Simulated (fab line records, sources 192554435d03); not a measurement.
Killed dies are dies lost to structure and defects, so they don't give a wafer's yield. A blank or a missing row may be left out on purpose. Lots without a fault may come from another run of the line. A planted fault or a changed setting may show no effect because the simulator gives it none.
Chamber matching | flow n5_finfet | N5_BEOL_M10_CVD_75 on cvd_co-01: 3 sister chambers
The step deposits Co from CCTBA/H2, target thk 2 nm, time 138.9 s. 3 wafers are shown with their chamber, then 7 later ones without.

WAFERS WITH THEIR CHAMBER
wafer  | chamber | run_length_s (s)
L182.1 | 1       | 161.9
L182.2 | 2       | 161.7
L182.3 | 0       | 162.5

WAFERS WITHOUT THEIR CHAMBER
wafer  | run_length_s (s)
L185.2 | 162.3
L185.3 | 162.4
L185.6 | 162.3
L190.2 | 162.8
L190.5 | 161.8
L191.2 | 162.4
L191.4 | 162.4

WHICH CHAMBER EACH WENT THROUGH
wafer  | from the rows above     | in truth
L185.2 | can't be placed: 0 or 1 | 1
L185.3 | 0                       | 0
L185.6 | can't be placed: 0 or 1 | 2
L190.2 | 0                       | 0
L190.5 | can't be placed: 1 or 2 | 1
L191.2 | 0                       | 0
L191.4 | 0                       | 0
Placed correctly: 4 of 7. Can't be placed from these rows: 3 (the true chamber is among the candidates in 2). Placed wrongly: 0.
How it was worked out, from the rows above alone: a wafer's distance from a chamber is the root of the sum, over the readings, of the square of ((its reading less the chamber's mean) divided by the reading's scatter). The wafer belongs to the nearest chamber; if the next one is less than 2 further off, it can't be placed. A chamber's mean is the mean of its shown wafers. The scatter: with one shown wafer a chamber, the root of the mean of the squares of how far each hidden wafer lies from its nearest shown one.
